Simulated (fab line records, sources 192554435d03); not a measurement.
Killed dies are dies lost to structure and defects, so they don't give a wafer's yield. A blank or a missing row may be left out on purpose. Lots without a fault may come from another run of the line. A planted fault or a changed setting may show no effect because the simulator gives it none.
Chamber matching | flow n5_finfet | N5_FIN_SAQP_ALD_61 on ald_sin-01: 4 sister chambers
The step deposits SiO2, target thk 4 nm, pulse time 1 s, purge time 2 s. 18 wafers are shown with their chamber, then 9 later ones without.

WAFERS WITH THEIR CHAMBER
wafer  | chamber | heater_power_w (W) | precursor_pulse_height_rel
L079.1 | 1       | 528                | 1.005
L079.4 | 3       | 529                | 1.016
L079.6 | 2       | 455                | 0.999
L081.1 | 2       | 460                | 0.980
L081.3 | 0       | 612                | 0.972
L081.4 | 1       | 520                | 0.989
L082.3 | 3       | 533                | 1.020
L082.4 | 2       | 456                | 1.022
L082.6 | 1       | 527                | 1.005
L088.1 | 2       | 459                | 0.998
L088.3 | 3       | 482                | 1.027
L088.6 | 3       | 498                | 1.013
L091.1 | 1       | 513                | 1.033
L091.2 | 3       | 501                | 0.963
L091.6 | 2       | 461                | 1.013
L094.1 | 0       | 618                | 1.018
L094.2 | 3       | 496                | 0.998
L094.3 | 1       | 511                | 1.008

SIGNATURES (means of the wafers above)
reading                    | chamber 0 | chamber 1 | chamber 2 | chamber 3 | scatter within a chamber
heater_power_w             | 615.00    | 519.80    | 458.20    | 506.50    | 12.8
precursor_pulse_height_rel | 0.99500   | 1.00800   | 1.00240   | 1.00617   | 0.0203
Rule: a wafer's distance from a chamber is the root of the sum, over the readings, of the square of ((its reading less the chamber's mean) divided by the reading's scatter). The wafer belongs to the nearest chamber; if the next one is less than 2 further off, it can't be placed. The scatter: the root of (the sum of the squares of (reading less its chamber's mean) over the shown wafers, divided by (wafers less chambers)).

WAFERS WITHOUT THEIR CHAMBER
wafer  | heater_power_w (W) | precursor_pulse_height_rel
L094.4 | 450                | 0.969
L094.5 | 506                | 1.002
L094.6 | 459                | 0.981
L096.2 | 513                | 1.005
L096.4 | 469                | 0.978
L096.5 | 619                | 1.003
L097.2 | 457                | 0.969
L097.3 | 610                | 1.004
L097.6 | 500                | 0.984

WHICH CHAMBER EACH WENT THROUGH
wafer  | from the rows above     | in truth
L094.4 | 2                       | 2
L094.5 | can't be placed: 3 or 1 | 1
L094.6 | 2                       | 2
L096.2 | can't be placed: 3 or 1 | 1
L096.4 | can't be placed: 2 or 3 | 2
L096.5 | 0                       | 0
L097.2 | 2                       | 2
L097.3 | 0                       | 0
L097.6 | can't be placed: 3 or 1 | 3
Placed correctly: 5 of 9. Can't be placed from these rows: 4 (the true chamber is among the candidates in 4). Placed wrongly: 0.
